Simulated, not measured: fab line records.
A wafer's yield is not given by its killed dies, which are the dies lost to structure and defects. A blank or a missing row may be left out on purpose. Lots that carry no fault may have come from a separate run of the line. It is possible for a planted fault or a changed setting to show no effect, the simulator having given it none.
Which tool was responsible? | flow nandHarc | 7 lots with 20 wafers sampled at 4 steps, on a route of 1159 steps

== WHAT EACH GAUGE READ, for each wafer ==
NHARC_A_CONTACT_INSPECT_23.
lot  | measured     | on               | rawDefectCount
L953 | day 17 11:54 | defectInspect-01 | 382 294 251
L956 | day 18 05:23 | defectInspect-02 | 345 413 439
L958 | day 18 21:42 | defectInspect-01 | 351 476 403
L960 | day 19 11:58 | defectInspect-02 | 312 458 359
L963 | day 20 03:34 | defectInspect-01 | 397 378 403
L967 | day 20 19:50 | defectInspect-02 | 677 352
L975 | day 22 19:11 | defectInspect-02 | 263 418 491

== WHICH TOOL RAN EACH LOT (tool, then ch and the chambers of the sampled wafers, then the start) ==
lot  | NHARC_A_CONTACT_ETCH_135           | NHARC_A_CONTACT_ETCH_138           | NHARC_A_CONTACT_ALD_18
L953 | harCapEtch-02 ch 0,1, day 17 07:03 | harCapEtch-02 ch 0,1, day 17 07:25 | aldMetal-04 ch 2,3, day 17 09:05
L956 | harCapEtch-02 ch 0,1, day 18 01:53 | harCapEtch-02 ch 0,1, day 18 02:15 | aldMetal-01 ch 0,2,3, day 18 03:53
L958 | harCapEtch-01 ch 0,1, day 18 17:08 | harCapEtch-01 ch 0,1, day 18 17:30 | aldMetal-03 ch 0,1,3, day 18 19:23
L960 | harCapEtch-03 ch 0,1, day 19 07:50 | harCapEtch-03 ch 0,1, day 19 08:12 | aldMetal-01 ch 0,3, day 19 09:55
L963 | harCapEtch-02 ch 0,1, day 19 20:32 | harCapEtch-02 ch 0,1, day 19 20:53 | aldMetal-04 ch 1,3, day 19 22:31
L967 | harCapEtch-02 ch 0,1, day 20 14:56 | harCapEtch-02 ch 0,1, day 20 15:18 | aldMetal-04 ch 0,3, day 20 17:01
L975 | harCapEtch-02 ch 0,1, day 22 15:29 | harCapEtch-02 ch 0,1, day 22 15:58 | aldMetal-03 ch 0,1,3, day 22 17:41
- NHARC_A_CONTACT_ETCH_135: etches the open film in C4F8/O2/Ar, time 132 s, target depth 1287 nm.
- NHARC_A_CONTACT_ETCH_138: etches the open film in C4F8/O2/Ar, time 132 s, target depth 1289 nm.
- NHARC_A_CONTACT_ALD_18: deposits TiN, target thk 3 nm, pulse time 1 s, ald cycles 150.

== THE ANSWER, worked out from the rows above alone ==
Rule: usual is defined by the lots themselves. Put in order of their means at a reading, lots are off if they are a third of the lots or fewer, leave a main group of 4 or more, and stand apart from it by a gap of 3 or more times the standard deviation of the main group's means; of several such gaps the widest counts. If all means in a main group match to the digits the tables above print for the reading, that group is not used. Also off: a lot with no number at a reading for which 4 or more lots have one. Where the step has rows for the other lots, those lots are counted as sound.
Off: L967 (NHARC_A_CONTACT_INSPECT_23, rawDefectCount). For the main group the mean is 380 and the standard deviation 33.
A tool fits if, at a process step before that reading, it ran every lot that is off, and no sound lot after the first of them. Gauges at NHARC_A_CONTACT_INSPECT_23: tried the same way as those tools. One candidate fits, namely aldMetal-04 at NHARC_A_CONTACT_ALD_18. Its last sound lot is L963 (day 19 22:31), its first lot that is off L967 (day 20 17:01): a fault that began between those two fits.

== WHAT THE SIMULATOR PUT IN ==
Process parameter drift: aldMetal-04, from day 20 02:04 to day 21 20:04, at NHARC_A_CONTACT_ALD_18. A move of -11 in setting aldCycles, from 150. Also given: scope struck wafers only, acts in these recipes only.
Struck lots among those shown: L967. The same result came from the rule above.
